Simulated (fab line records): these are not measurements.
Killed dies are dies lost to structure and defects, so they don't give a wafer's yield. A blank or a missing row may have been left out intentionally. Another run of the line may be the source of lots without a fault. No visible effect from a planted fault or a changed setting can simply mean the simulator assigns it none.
Which tool was responsible? :: flow n5-finfet :: 11 lots with 31 wafers sampled at 4 steps, on a route of 1938 steps

## WHAT THE GAUGES SHOWED, per wafer
N5_BEOL_M7_OVL_MEAS_29. Usual: V6_OVL 0.0 nm, standard deviation 0.58.
lot: L895
measured: day 9 07:26
on: overlay-02
V6_OVL (nm): 0.6 -0.2 0.9
flag: 

lot: L896
measured: day 10 00:13
on: overlay-02
V6_OVL (nm): 0.7 0.1 -0.8
flag: 

lot: L901
measured: day 12 02:01
on: overlay-01
V6_OVL (nm): -0.4 1.1
flag: 

lot: L905
measured: day 12 08:17
on: overlay-02
V6_OVL (nm): 0.7 0.0 0.1
flag: 

lot: L904
measured: day 12 08:39
on: overlay-02
V6_OVL (nm): -0.1 0.2
flag: 

lot: L906
measured: day 12 14:53
on: overlay-02
V6_OVL (nm): 0.4 0.7 0.1
flag: 

lot: L907
measured: day 13 08:44
on: overlay-01
V6_OVL (nm): -0.1 0.3 0.5
flag: 

lot: L909
measured: day 13 17:32
on: overlay-01
V6_OVL (nm): -0.4 0.2 -1.1
flag: 

lot: L912
measured: day 14 01:35
on: overlay-01
V6_OVL (nm): -0.7 -0.4 -0.1
flag: 

lot: L917
measured: day 15 21:13
on: overlay-02
V6_OVL (nm): -1.0 0.5 0.5
flag: 

lot: L918
measured: day 16 06:59
on: overlay-02
V6_OVL (nm): -1.4 -0.1 -0.1
flag: 

N5_BEOL_M7_CD_MEAS_35 targets a cd of 40 nm. Usual: cd-nm at 39.9 nm, with a standard deviation of 0.69.
lot: L895
measured: day 9 08:08
on: cd-sem-01
cd-nm (nm): 39.9 39.8 39.4
flag: 

lot: L896
measured: day 10 00:54
on: cd-sem-03
cd-nm (nm): 40.9 39.7 40.7
flag: 

lot: L901
measured: day 12 03:23
on: cd-sem-01
cd-nm (nm): 40.5 40.6
flag: 

lot: L905
measured: day 12 09:03
on: cd-sem-02
cd-nm (nm): 38.8 39.0 39.2
flag: 

lot: L904
measured: day 12 09:21
on: cd-sem-03
cd-nm (nm): 39.9 39.5
flag: 

lot: L906
measured: day 12 15:43
on: cd-sem-03
cd-nm (nm): 41.0 40.4 40.7
flag: 

lot: L907
measured: day 13 09:43
on: cd-sem-03
cd-nm (nm): 38.3 39.4 39.8
flag: 

lot: L909
measured: day 13 18:13
on: cd-sem-01
cd-nm (nm): 40.0 39.4 39.3
flag: 

lot: L912
measured: day 14 02:23
on: cd-sem-01
cd-nm (nm): 39.7 39.8 39.2
flag: 

lot: L917
measured: day 15 21:53
on: cd-sem-02
cd-nm (nm): 40.6 40.6 40.4
flag: 

lot: L918
measured: day 16 07:50
on: cd-sem-02
cd-nm (nm): 41.4 39.3 39.2
flag: 

## WHICH TOOL RAN EACH LOT (tool, then ch and the chambers of the sampled wafers, then the start)
lot: L895
N5_BEOL_M7_VIA_ETCH_34: rie-diel-02 ch 1,2, day 9 07:44
N5_BEOL_M7_TRENCH_ETCH_37: rie-diel-02 ch 1,2, day 9 08:08 or earlier

lot: L896
N5_BEOL_M7_VIA_ETCH_34: rie-diel-02 ch 1,2,3, day 10 00:29
N5_BEOL_M7_TRENCH_ETCH_37: rie-diel-02 ch 1,2,3, day 10 00:54 or earlier

lot: L901
N5_BEOL_M7_VIA_ETCH_34: rie-diel-02 ch 1,2, day 12 02:58
N5_BEOL_M7_TRENCH_ETCH_37: rie-diel-02 ch 1,2, day 12 03:23 or earlier

lot: L905
N5_BEOL_M7_VIA_ETCH_34: rie-diel-02 ch 1,2,3, day 12 08:33
N5_BEOL_M7_TRENCH_ETCH_37: rie-diel-02 ch 1,2,3, day 12 09:03 or earlier

lot: L904
N5_BEOL_M7_VIA_ETCH_34: rie-diel-02 ch 1,3, day 12 08:57
N5_BEOL_M7_TRENCH_ETCH_37: rie-diel-02 ch 1,3, day 12 09:21 or earlier

lot: L906
N5_BEOL_M7_VIA_ETCH_34: rie-diel-01 ch 0,1,3, day 12 15:19
N5_BEOL_M7_TRENCH_ETCH_37: rie-diel-01 ch 0,1,3, day 12 15:43 or earlier

lot: L907
N5_BEOL_M7_VIA_ETCH_34: rie-diel-02 ch 1,2,3, day 13 09:19
N5_BEOL_M7_TRENCH_ETCH_37: rie-diel-02 ch 1,2,3, day 13 09:43 or earlier

lot: L909
N5_BEOL_M7_VIA_ETCH_34: rie-diel-02 ch 0,1,2, day 13 17:49
N5_BEOL_M7_TRENCH_ETCH_37: rie-diel-02 ch 0,1,2, day 13 18:13 or earlier

lot: L912
N5_BEOL_M7_VIA_ETCH_34: rie-diel-01 ch 0,1, day 14 01:53
N5_BEOL_M7_TRENCH_ETCH_37: rie-diel-01 ch 0,1, day 14 02:23 or earlier

lot: L917
N5_BEOL_M7_VIA_ETCH_34: rie-diel-06 ch 0,1,3, day 15 21:29
N5_BEOL_M7_TRENCH_ETCH_37: rie-diel-06 ch 0,1,3, day 15 21:53 or earlier

lot: L918
N5_BEOL_M7_VIA_ETCH_34: rie-diel-01 ch 0,2, day 16 07:26
N5_BEOL_M7_TRENCH_ETCH_37: rie-diel-01 ch 0,2, day 16 07:50 or earlier
- N5_BEOL_M7_VIA_ETCH_34: etches SiCOH lowk in C4F6/O2, target depth 125.5 nm, time 50.5 s.
- N5_BEOL_M7_TRENCH_ETCH_37: etches SiCOH lowk in C4F6/O2, target depth 93.478 nm, time 31.2 s.

## WHAT THE TOOLS THEMSELVES READ (means of the sampled wafers that have a number; where no wafer has one, the mark that the record gives instead)
N5_BEOL_M7_VIA_ETCH_34. Usual: drypump-motor-current-A 5.84 A, standard deviation 0.28; oes-product-au 0.77 a.u., standard deviation 0.093; rf-fwd-power-W 342.0 W, standard deviation 1.6; rf-vpp-V 664 V, standard deviation 9.9; showerhead-plenum-p-Torr 2.86 Torr, standard deviation 0.088; throttle-valve-pct 20.97 %, standard deviation 0.23.
lot: L895
tool: rie-diel-02
drypump-motor-current-A (A): 6.04
oes-product-au (a.u.): 0.73
rf-fwd-power-W (W): 342.7
rf-vpp-V (V): 676
showerhead-plenum-p-Torr (Torr): 2.97
throttle-valve-pct (%): 21.03
flag: 

lot: L896
tool: rie-diel-02
drypump-motor-current-A (A): 5.87
oes-product-au (a.u.): 0.71
rf-fwd-power-W (W): 342.7
rf-vpp-V (V): 675
showerhead-plenum-p-Torr (Torr): 2.95
throttle-valve-pct (%): 21.12
flag: 

lot: L901
tool: rie-diel-02
drypump-motor-current-A (A): 5.90
oes-product-au (a.u.): 0.71
rf-fwd-power-W (W): 343.0
rf-vpp-V (V): 674
showerhead-plenum-p-Torr (Torr): 2.95
throttle-valve-pct (%): 21.11
flag: 

lot: L905
tool: rie-diel-02
drypump-motor-current-A (A): 5.86
oes-product-au (a.u.): 0.80
rf-fwd-power-W (W): 342.7
rf-vpp-V (V): 670
showerhead-plenum-p-Torr (Torr): 2.94
throttle-valve-pct (%): 21.02
flag: 

lot: L904
tool: rie-diel-02
drypump-motor-current-A (A): 6.07
oes-product-au (a.u.): 0.85
rf-fwd-power-W (W): 342.9
rf-vpp-V (V): 673
showerhead-plenum-p-Torr (Torr): 2.94
throttle-valve-pct (%): 20.90
flag: 

lot: L906
tool: rie-diel-01
drypump-motor-current-A (A): 5.83
oes-product-au (a.u.): 0.75
rf-fwd-power-W (W): 342.3
rf-vpp-V (V): 659
showerhead-plenum-p-Torr (Torr): 2.88
throttle-valve-pct (%): 20.93
flag: 

lot: L907
tool: rie-diel-02
drypump-motor-current-A (A): 5.86
oes-product-au (a.u.): 0.80
rf-fwd-power-W (W): 370.2
rf-vpp-V (V): 648
showerhead-plenum-p-Torr (Torr): 2.94
throttle-valve-pct (%): 21.03
flag: OFF

lot: L909
tool: rie-diel-02
drypump-motor-current-A (A): 5.88
oes-product-au (a.u.): 0.70
rf-fwd-power-W (W): 369.3
rf-vpp-V (V): 648
showerhead-plenum-p-Torr (Torr): 2.86
throttle-valve-pct (%): 21.05
flag: OFF

lot: L912
tool: rie-diel-01
drypump-motor-current-A (A): 5.84
oes-product-au (a.u.): 0.80
rf-fwd-power-W (W): 343.1
rf-vpp-V (V): 656
showerhead-plenum-p-Torr (Torr): 2.89
throttle-valve-pct (%): 20.89
flag: 

lot: L917
tool: rie-diel-06
drypump-motor-current-A (A): 5.82
oes-product-au (a.u.): 0.87
rf-fwd-power-W (W): 342.4
rf-vpp-V (V): 655
showerhead-plenum-p-Torr (Torr): 2.82
throttle-valve-pct (%): 20.91
flag: 

lot: L918
tool: rie-diel-01
drypump-motor-current-A (A): 5.65
oes-product-au (a.u.): 0.83
rf-fwd-power-W (W): 340.7
rf-vpp-V (V): 662
showerhead-plenum-p-Torr (Torr): 2.83
throttle-valve-pct (%): 20.71
flag: 

N5_BEOL_M7_TRENCH_ETCH_37. Usual: drypump-motor-current-A 5.85 A, standard deviation 0.28; oes-product-au 0.77 a.u., standard deviation 0.095; rf-fwd-power-W 341.0 W, standard deviation 2; rf-vpp-V 664 V, standard deviation 10; showerhead-plenum-p-Torr 2.86 Torr, standard deviation 0.087; throttle-valve-pct 21.00 %, standard deviation 0.23.
lot: L895
tool: rie-diel-02
drypump-motor-current-A (A): 6.03
oes-product-au (a.u.): 0.73
rf-fwd-power-W (W): 342.8
rf-vpp-V (V): 677
showerhead-plenum-p-Torr (Torr): 2.97
throttle-valve-pct (%): 21.05
flag: 

lot: L896
tool: rie-diel-02
drypump-motor-current-A (A): 5.87
oes-product-au (a.u.): 0.71
rf-fwd-power-W (W): 340.9
rf-vpp-V (V): 676
showerhead-plenum-p-Torr (Torr): 2.95
throttle-valve-pct (%): 21.15
flag: 

lot: L901
tool: rie-diel-02
drypump-motor-current-A (A): 5.90
oes-product-au (a.u.): 0.70
rf-fwd-power-W (W): 342.6
rf-vpp-V (V): 673
showerhead-plenum-p-Torr (Torr): 2.96
throttle-valve-pct (%): 21.14
flag: 

lot: L905
tool: rie-diel-02
drypump-motor-current-A (A): 5.87
oes-product-au (a.u.): 0.80
rf-fwd-power-W (W): 342.2
rf-vpp-V (V): 671
showerhead-plenum-p-Torr (Torr): 2.94
throttle-valve-pct (%): 21.06
flag: 

lot: L904
tool: rie-diel-02
drypump-motor-current-A (A): 6.08
oes-product-au (a.u.): 0.86
rf-fwd-power-W (W): 343.1
rf-vpp-V (V): 672
showerhead-plenum-p-Torr (Torr): 2.94
throttle-valve-pct (%): 20.93
flag: 

lot: L906
tool: rie-diel-01
drypump-motor-current-A (A): 5.82
oes-product-au (a.u.): 0.75
rf-fwd-power-W (W): 341.5
rf-vpp-V (V): 659
showerhead-plenum-p-Torr (Torr): 2.88
throttle-valve-pct (%): 20.97
flag: 

lot: L907
tool: rie-diel-02
drypump-motor-current-A (A): 5.86
oes-product-au (a.u.): 0.79
rf-fwd-power-W (W): 342.8
rf-vpp-V (V): 671
showerhead-plenum-p-Torr (Torr): 2.94
throttle-valve-pct (%): 21.06
flag: 

lot: L909
tool: rie-diel-02
drypump-motor-current-A (A): 5.87
oes-product-au (a.u.): 0.70
rf-fwd-power-W (W): 339.9
rf-vpp-V (V): 670
showerhead-plenum-p-Torr (Torr): 2.86
throttle-valve-pct (%): 21.09
flag: 

lot: L912
tool: rie-diel-01
drypump-motor-current-A (A): 5.86
oes-product-au (a.u.): 0.80
rf-fwd-power-W (W): 341.7
rf-vpp-V (V): 657
showerhead-plenum-p-Torr (Torr): 2.89
throttle-valve-pct (%): 20.93
flag: 

lot: L917
tool: rie-diel-06
drypump-motor-current-A (A): 5.83
oes-product-au (a.u.): 0.87
rf-fwd-power-W (W): 340.8
rf-vpp-V (V): 655
showerhead-plenum-p-Torr (Torr): 2.81
throttle-valve-pct (%): 20.95
flag: 

lot: L918
tool: rie-diel-01
drypump-motor-current-A (A): 5.65
oes-product-au (a.u.): 0.83
rf-fwd-power-W (W): 341.0
rf-vpp-V (V): 661
showerhead-plenum-p-Torr (Torr): 2.83
throttle-valve-pct (%): 20.73
flag: 

## THE ANSWER, worked out from the rows above alone
Rule: a lot is off if the mean of its wafers that have a number lies more than 3 standard deviations from the usual mean. Also off: a lot with no number at a reading for which 4 or more lots have one. The other lots that the step has rows for count as sound. First the gauges in route order, then the tools' own readings, where a lot's mean is used as printed above. At the first step where some lot is off, the reading lying furthest off is the one used; lots without a number count as furthest.
Off at N5_BEOL_M7_VIA_ETCH_34 (rf-fwd-power-W): L907, L909.
A tool fits if, at that step or a process step before it, it ran every lot that is off, and no sound lot after the first of them. One fits: rie-diel-02 at N5_BEOL_M7_VIA_ETCH_34. A fault onset in the window from L904 (day 12 08:57, its last sound lot) to L907 (day 13 09:19, its first lot off) fits.
On the lots that are off, the tool's own readings at N5_BEOL_M7_VIA_ETCH_34 differ by more than 5 times the standard deviation of the sound lots' means, which bears it out; rf-fwd-power-W reads 369.8 W there versus 342.5 W on the sound lots.

## WHAT THE SIMULATOR HAD INSERTED
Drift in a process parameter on rie-diel-02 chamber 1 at N5_BEOL_M7_VIA_ETCH_34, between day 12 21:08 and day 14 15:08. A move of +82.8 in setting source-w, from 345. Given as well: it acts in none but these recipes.
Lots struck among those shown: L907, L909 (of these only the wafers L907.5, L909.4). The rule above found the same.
